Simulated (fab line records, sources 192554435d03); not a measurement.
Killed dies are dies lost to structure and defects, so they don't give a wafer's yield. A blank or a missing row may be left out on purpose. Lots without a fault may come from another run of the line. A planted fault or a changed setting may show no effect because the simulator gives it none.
Chamber matching | flow n5_finfet | N5_BEOL_M2_ALD_84 on ald_metal-03: 4 sister chambers
The step deposits TaN, pulse time 2 s, purge time 3 s, co reactant purge time 2 s. 14 wafers are shown with their chamber, then 7 later ones without.

WAFERS WITH THEIR CHAMBER
wafer  | chamber | heater_power_w (W) | mfc_carrier_sccm (sccm)
L075.3 | 0       | 430                | 1497
L075.5 | 2       | 468                | 1505
L075.6 | 3       | 391                | 1494
L079.2 | 1       | 402                | 1502
L079.4 | 3       | 395                | 1500
L079.6 | 0       | 438                | 1497
L083.1 | 2       | 470                | 1501
L083.2 | 1       | 413                | 1498
L083.5 | 0       | 446                | 1499
L081.1 | 2       | 461                | 1502
L081.2 | 0       | 441                | 1507
L081.5 | 1       | 409                | 1501
L085.2 | 1       | 401                | 1496
L085.5 | 3       | 412                | 1494

SIGNATURES (means of the wafers above)
reading          | chamber 0 | chamber 1 | chamber 2 | chamber 3 | scatter within a chamber
heater_power_w   | 438.75    | 406.25    | 466.33    | 399.33    | 7.26
mfc_carrier_sccm | 1500.00   | 1499.25   | 1502.67   | 1496.00   | 3.51
Rule: a wafer's distance from a chamber is the root of the sum, over the readings, of the square of ((its reading less the chamber's mean) divided by the reading's scatter). The wafer belongs to the nearest chamber; if the next one is less than 2 further off, it can't be placed. The scatter: the root of (the sum of the squares of (reading less its chamber's mean) over the shown wafers, divided by (wafers less chambers)).

WAFERS WITHOUT THEIR CHAMBER
wafer  | heater_power_w (W) | mfc_carrier_sccm (sccm)
L085.6 | 436                | 1502
L087.3 | 439                | 1501
L087.5 | 401                | 1500
L087.6 | 431                | 1502
L093.1 | 476                | 1496
L093.4 | 438                | 1506
L093.6 | 412                | 1498

WHICH CHAMBER EACH WENT THROUGH
wafer  | from the rows above     | in truth
L085.6 | 0                       | 0
L087.3 | 0                       | 0
L087.5 | can't be placed: 1 or 3 | 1
L087.6 | 0                       | 0
L093.1 | 2                       | 2
L093.4 | 0                       | 0
L093.6 | can't be placed: 1 or 3 | 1
Placed correctly: 5 of 7. Can't be placed from these rows: 2 (the true chamber is among the candidates in 2). Placed wrongly: 0.
